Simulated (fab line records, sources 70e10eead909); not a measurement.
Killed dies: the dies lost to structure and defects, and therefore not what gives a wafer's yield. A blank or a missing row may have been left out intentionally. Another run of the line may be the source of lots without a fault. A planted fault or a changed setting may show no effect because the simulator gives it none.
Which tool did it?    flow nand-harc    12 lots, 36 wafers sampled, at 4 steps of a route of 1302

== WHAT EACH GAUGE READ, for each wafer ==
NHARC_A_ONON_D2_THK_MEAS_27: measures by ellipsometry.
lot   measured      on             thk-nm (nm)
L075  day 13 20:22  film-metro-01  989 989 989
L077  day 15 08:07  film-metro-01  1004 1004 1006
L079  day 15 13:36  film-metro-02  1006 1007 1005
L081  day 16 01:26  film-metro-01  999 996 997
L083  day 16 13:03  film-metro-02  997 998 998
L085  day 17 17:33  film-metro-01  1002 1001 1000
L087  day 18 19:30  film-metro-01  1019 1020 1019
L088  day 19 07:35  film-metro-01  1002 1006 1002
L090  day 19 14:43  film-metro-02  990 990 990
L093  day 21 22:08  film-metro-01  967 965 966
L095  day 22 07:40  film-metro-02  992 991 993
L097  day 23 10:05  film-metro-01  1012 1012 1013

== EACH LOT AND THE TOOL THAT RAN IT (in order: tool; ch and the chambers of the sampled wafers; start) ==
lot   NHARC_A_CHANNEL_HOLE_D1_ETCH_19   NHARC_A_CHANNEL_HOLE_D1_ETCH_21   NHARC_A_CHANNEL_FILL_D1_STRIP_29
L075  har-etch-01 ch 0,1, day 9 06:48   har-etch-01 ch 0,1, day 9 07:17   rie-diel-07 ch 0,1,2, day 13 20:22 or earlier
L077  har-etch-01 ch 0,1, day 10 20:41  har-etch-01 ch 0,1, day 10 21:10  rie-diel-06 ch 1,2,3, day 15 08:07 or earlier
L079  har-etch-01 ch 0,1, day 11 00:50  har-etch-01 ch 0,1, day 11 01:15  rie-diel-13 ch 0,1,3, day 15 13:36 or earlier
L081  har-etch-01 ch 0,1, day 11 15:10  har-etch-01 ch 0,1, day 11 15:42  rie-diel-13 ch 1,3, day 16 01:26 or earlier
L083  har-etch-02 ch 0, day 12 09:14    har-etch-02 ch 0, day 12 09:39    rie-diel-07 ch 1,3, day 16 13:03 or earlier
L085  har-etch-01 ch 1, day 12 22:50    har-etch-01 ch 1, day 12 23:19    rie-diel-13 ch 1,2,3, day 17 17:33 or earlier
L087  har-etch-02 ch 0,1, day 14 05:35  har-etch-02 ch 0,1, day 14 06:00  rie-diel-07 ch 0,2, day 18 19:30 or earlier
L088  har-etch-02 ch 0,1, day 14 17:18  har-etch-02 ch 0,1, day 14 17:50  rie-diel-06 ch 0,2,3, day 19 07:35 or earlier
L090  har-etch-02 ch 0,1, day 15 10:40  har-etch-02 ch 0,1, day 15 11:05  rie-diel-13 ch 2,3, day 19 14:43 or earlier
L093  har-etch-01 ch 0,1, day 17 05:24  har-etch-01 ch 0,1, day 17 05:56  rie-diel-13 ch 2,3, day 21 22:08 or earlier
L095  har-etch-01 ch 0,1, day 17 17:32  har-etch-01 ch 0,1, day 17 17:58  rie-diel-06 ch 0,2, day 19 17:29
L097  har-etch-02 ch 0,1, day 18 17:52  har-etch-02 ch 0,1, day 18 18:25  rie-diel-13 ch 0,3, day 20 21:49
- NHARC_A_CHANNEL_HOLE_D1_ETCH_19: etches the open film in C4F8/O2/Ar, time 34.5 s.
- NHARC_A_CHANNEL_HOLE_D1_ETCH_21: etches the open film in C4F8/O2/Ar, time 514.3 s, target depth 1600 nm.
- NHARC_A_CHANNEL_FILL_D1_STRIP_29: strips in O2, time 20 s.

== THE ANSWER, worked out from the rows above alone ==
Rule: what is usual is taken from the lots themselves. Put in order of their means at a reading, lots are off if they are a third of the lots or fewer, leave a main group of 4 or more, and stand apart from it by a gap of 3 or more times the standard deviation of the main group's means; of several such gaps the widest counts. Not used: any main group whose means are identical at the precision the tables above print for the reading. Also off: a lot with no number at a reading for which 4 or more lots have one. Any other lot the step has rows for is counted as sound.
Nothing can be told from this: no lot is off at any reading shown.

== WHAT THE SIMULATOR HAD INSERTED ==
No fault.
